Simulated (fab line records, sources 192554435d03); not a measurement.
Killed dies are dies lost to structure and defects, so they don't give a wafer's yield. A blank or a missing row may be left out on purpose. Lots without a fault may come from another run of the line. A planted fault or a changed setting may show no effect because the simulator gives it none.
fab line records | flow n5_finfet
record lots=4 wafers=12 last_day=16
route steps=1938 shown BEOL_M10@1486 PASSIVATION@1936
lots that met no fault: from a run of the same line without faults
start_h: hours from the record's first day to the start of the lot's first wafer shown | wait_h: hours since the lot's step before | " the same as in the row above | L1.1+2: a row that stands for several wafers | - no value, or no start given | * or withheld: withheld | < > ~ a bound
route shown NAME@n: a module of which the file shows steps, and the number in the route of the first | usual: mean/standard deviation of fault-free wafers | same: alike in all rows | chamber/n: place in a boat | sites: the reading at each site | _std_site: their standard deviation | _edge_site: outer sites' mean less inner sites' | radius_mm: how far each site lies from the wafer's centre | mask NAME#n: copy n | behind: the tool/chamber that last shaped the wafer | hold: why the lot was held/for how many hours/how that ended | device: the transistor (n, p or np) that didn't switch | end of line: the same wafers' tests at the end of the route | a step without rows: its recipe alone | killed: dies lost to structure and defects at the first sort, not the wafer's yield | map: a wafer's dies, x killed, . not, _ none there
set.NAME: the setting as run; set.NAME@STEP: as run at that earlier step | model.NAME: the simulator's own value behind a step, which no gauge read
lots at some steps of the route; a table a step, a row a wafer
services: from which hour (start_h, from the record's first day; less than 0 if before it) a tool's chamber was out of use, for how many hours, and why
## steps
# step N5_BEOL_M10_DESCUM_16
# recipe chemistry=O2 time_s=7.9 source_power_w=50 bias_power_w=20 pressure_mtorr=20 rf_frequency_hz=2.712e+07 temp_c=40 resist=CAR-ArF o2_flow_sccm=225
# step N5_BEOL_M10_ETCH_61
# recipe chemistry=CF4 target=SiARC target_depth_a=390 mask_material=CAR-ArF time_s=65 ion_energy_ev=80 pressure_mtorr=40 source_w=545 bias_w=36 Ar_flow_sccm=100 cf4_flow_sccm=100 ends=cleared
# step N5_BEOL_M10_ETCH_62
# recipe chemistry=N2/H2 target=SOC target_depth_a=1100 overetch_a=220 mask_material=SiARC temp_c=40 time_s=165 ion_energy_ev=200 pressure_mtorr=30 source_w=840 bias_w=150 n2_flow_sccm=200 h2_flow_sccm=200
# step N5_BEOL_M10_STRIP_68
# recipe chemistry=N2/H2 temp_c=40 n2_flow_sccm=200 h2_flow_sccm=200 rf_frequency_hz=6e+07
# step N5_BEOL_M10_STRIP_67
# recipe chemistry=CF4 resist=SiARC power_w=300 bias_power_w=75 pressure_mtorr=50 cf4_flow_sccm=150 rf_frequency_hz=6e+07
# step N5_BEOL_M10_HM_OPEN_17
# recipe chemistry=Cl2/BCl3 target_depth_a=200 overetch_a=60 target=TiN mask_material=SOC ion_energy_ev=150 pressure_mtorr=10 icp_w=1000 bias_w=126 Cl2_flow_sccm=53.25 bcl3_flow_sccm=21.75 Ar_flow_sccm=25
# step N5_BEOL_M10_STRIP_19
# recipe chemistry=O2 power_w=400 temp_c=40 pressure_mtorr=30 rf_frequency_hz=6e+07 bias_power_w=0 overash_fraction=0.2 o2_flow_sccm=225
# step N5_BEOL_M10_COAT_63
# recipe resist=SOC temp_c=250 time_s=60 spin_rpm=1500 resist_thk_nm=100
# step N5_BEOL_M10_COAT_64
# recipe resist=SiARC temp_c=220 time_s=60 spin_rpm=1500 resist_thk_nm=30
# step N5_BEOL_M10_COAT_22
# recipe resist=CAR-ArF spin_rpm=1500 resist_thk_nm=90
# usual spin_speed_rpm=1500.1/1
# columns lot.wafer tool chamber start_h wait_h spin_speed_rpm model.CAR-ArF_of_BEOL_M10_COAT_22.thk_nm
L412.1 litho_track-01 0 238.05 - 1499.8 90
L412.3 " 0 " " 1497.5 90
L412.5 " 0 " " 1499.9 90
L419.1 litho_track-01 0 289.13 - 1648.4 85.6
L419.4 " 0 " " 1650.4 85.4
L419.6 " 0 " " 1650.2 85.6
L421.2 litho_track-01 0 291.66 - 1648.8 85.4
L421.4 " 0 " " 1649.9 85.6
L421.5 " 0 " " 1649.3 85.8
L425.3 litho_track-03 0 327.04 - 1499.7 89.8
L425.4 " 0 " " 1501.1 89.8
L425.6 " 0 " " 1500.7 90
# step N5_BEOL_M10_EBR_24
# recipe solvent=PGMEA ebr_width_mm=1.5
# step N5_BEOL_M10_SOFTBAKE_23
# recipe temp_c=110 time_s=60 resist=CAR-ArF
# step N5_BEOL_M10_EXPOSE_25
# recipe mask_id=V9 na=1.35 source_shape=annular sigma_inner=0.5 sigma_outer=0.8 polarization=unpolarized dose_mj=85.5
# step N5_BEOL_M10_PEB_26
# recipe peb_temp_c=withheld peb_time_s=60 resist=CAR-ArF
# step N5_BEOL_M10_DEVELOP_27
# recipe develop_time_s=30 developer=TMAH resist=CAR-ArF rinse_liquid=diw dry=air_spin dev_temp_c=23
# step N5_BEOL_M10_DESCUM_33
# recipe chemistry=O2 time_s=7.9 source_power_w=50 bias_power_w=20 pressure_mtorr=20 rf_frequency_hz=2.712e+07 temp_c=40 resist=CAR-ArF o2_flow_sccm=225
# step N5_BEOL_M10_ETCH_65
# recipe chemistry=CF4 target=SiARC target_depth_a=390 mask_material=CAR-ArF time_s=65 ion_energy_ev=80 pressure_mtorr=40 source_w=545 bias_w=36 Ar_flow_sccm=100 cf4_flow_sccm=100 ends=cleared
# usual chamber_pressure_mTorr=40.00/0.039 drypump_motor_current_A=5.6/0.39 etch_rf_on_time_s=64.6/1.5 oes_product_au=0.69/0.078 rf_vpp_V=184.3/1.3 showerhead_plenum_p_Torr=2.17/0.074 throttle_valve_pct=15.51/0.18
# columns lot.wafer tool chamber start_h wait_h chamber_pressure_mTorr drypump_motor_current_A etch_rf_on_time_s oes_product_au rf_hours_counter_h rf_vpp_V showerhead_plenum_p_Torr throttle_valve_pct model.CAR-ArF_of_BEOL_M10_COAT_22.thk_nm
L412.1 rie_diel-04 3 238.42 0.0 39.99 5.8 64.4 0.62 187 185.2 2.14 15.61 55.6
L412.3 " 2 " " 40.04 5.8 64.7 0.70 94 182.8 2.09 15.48 55.4
L412.5 " 3 " " 39.99 5.8 64.8 0.61 - 184.4 2.14 15.59 55.4
L419.1 rie_diel-02 1 289.65 0.0 39.99 5.7 64.0 0.64 181 183.7 2.05 15.60 51
L419.4 " 3 " " 39.97 5.7 61.8 0.79 20 185.0 2.20 15.17 50.8
L419.6 " 1 " " 39.99 5.6 64.0 0.64 - 182.3 2.05 15.59 51.2
L421.2 rie_diel-02 1 292.20 0.0 40.06 5.7 64.8 0.63 182 182.7 2.05 15.58 50.8
L421.4 " 2 " " 40.02 5.9 64.4 0.81 7 185.6 2.27 15.51 51.2
L421.5 " 0 " " 39.97 5.3 64.4 0.60 - 182.4 2.13 15.66 51.2
L425.3 rie_diel-04 3 327.76 0.0 40.09 5.8 65.0 0.60 223 183.1 2.13 15.66 55.4
L425.4 " 3 " " 40.02 5.8 64.6 0.60 - 184.4 2.12 15.65 55.4
L425.6 " 2 " " 39.97 5.7 65.9 0.66 - 184.1 2.08 15.58 55.4
# step N5_BEOL_M10_ETCH_66
# recipe chemistry=N2/H2 target=SOC target_depth_a=1200 overetch_a=240 mask_material=SiARC temp_c=40 time_s=180 ion_energy_ev=200 pressure_mtorr=30 source_w=840 bias_w=150 n2_flow_sccm=200 h2_flow_sccm=200
# step N5_PASSIVATION_PROBE_49
# usual defect_limited_yield=91.1/1.4 killed_at_M0_to_M3=32/9.3 killed_at_M4_up=13/5.8 killed_at_contacts=12/6.3 killed_at_front_end=44/12 killed_at_other=3.6/2.7 killed_dies=104/17 killed_open=69/13 killed_short=34/6.9 sort_bin_5_function=5.2/0.98 sort_bin_6_memory=3.3/0.59 sort_bin_8_speed=0.01/0.039 sort_n_pass=1075/17 sort_yield_pct=91.1/1.4
# same gross_dies=1180 killed_at_back_side=0 sort_bin_4_leakage[%]=0
# columns lot.wafer tool chamber start_h wait_h defect_limited_yield[%] killed_at_M0_to_M3 killed_at_M4_up killed_at_contacts killed_at_front_end killed_at_other killed_dies killed_open killed_short sort_bin_5_function[%] sort_bin_6_memory[%] sort_bin_8_speed[%] sort_n_pass sort_yield_pct[%]
L425.3 prober-01 - 387.16 0.1 91.1 35 18 8 41 3 105 68 37 6.0 2.5 0 1075 91.1
L425.4 prober-01 - 387.21 0.2 90.2 34 30 5 46 1 116 77 39 5.5 4.2 0 1064 90.2
L425.6 prober-01 - 387.31 0.3 92.2 21 21 7 37 6 92 56 36 4.3 3.1 0 1088 92.2
# killed by level:class
L425.3 FIN_SAQP:geometric_particle:open=9 BEOL_M3:geometric_particle:open=9 BEOL_M2:geometric_particle:open=7 DUMMY_GATE:geometric_particle:open=6 BEOL_M0_SAQP:geometric_particle:short=6 STI_FIN_REVEAL:geometric_particle:open=5 GATE_CUT:geometric_particle:open=5 BEOL_M4:geometric_particle:open=5
L425.4 BEOL_M4:geometric_particle:open=18 STI_FIN_REVEAL:geometric_particle:open=11 DUMMY_GATE:geometric_particle:open=11 BEOL_M0_SAQP:geometric_particle:short=10 BEOL_M0:geometric_particle:open=7 GATE_CUT:geometric_particle:short=6 MOL_CONTACT_COAG:geometric_particle:open=5 BEOL_M0_SAQP:geometric_particle:open=5
L425.6 BEOL_M4:geometric_particle:open=11 FIN_SAQP:geometric_particle:open=9 FIN_SAQP:geometric_particle:short=5 BEOL_M2:geometric_particle:open=5 DUMMY_GATE:geometric_particle:open=4 MOL_CONTACT_COAG:geometric_particle:open=4 BEOL_M2:geometric_particle:short=4 BEOL_M4:geometric_particle:short=4
## services
# columns tool chamber start_h hours kind
rie_diel-02 3 223.86 - clean
rie_diel-02 3 223.86 - consumable_replace:focus_ring
rie_diel-02 3 223.86 20.6 scheduled_down
rie_diel-02 3 223.86 20.6 vent_cycle
litho_track-03 - 234.58 - consumable_replace:filter
rie_diel-02 2 244.49 - clean
rie_diel-02 2 244.49 - consumable_replace:focus_ring
rie_diel-02 2 244.49 - consumable_replace:showerhead
rie_diel-02 2 244.49 30.8 scheduled_down
rie_diel-02 2 244.49 30.8 vent_cycle
litho_track-03 - 257.94 - consumable_replace:filter
rie_diel-02 1 300.39 15.4 repair
rie_diel-02 3 305.25 2.1 repair
rie_diel-04 1 308.27 2.9 repair
rie_diel-04 0 311.57 9.9 repair
## key
first_sign step=N5_BEOL_M10_COAT_22 reading=spin_speed_rpm direction=up sigmas=99+ usual=* struck=*
effect none on later readings
model_effect step=N5_BEOL_M10_COAT_22 value=CAR-ArF_of_BEOL_M10_COAT_22.thk_nm without=89.73 struck=85.57
model_effect step=N5_BEOL_M10_ETCH_65 value=CAR-ArF_of_BEOL_M10_COAT_22.thk_nm without=55.17 struck=51.03
met_at N5_BEOL_M10_COAT_22
struck_wafers L419.1,L419.4,L419.6,L421.2,L421.4,L421.5
onset_between 238.05 289.13
fault kind=process_parameter_drift tool=litho_track-01 chamber=- onset_h=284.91 steps=N5_BEOL_M10_COAT_22 channel=spin_rpm offset=* shape=step end_h=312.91 acts_in=* stated=*
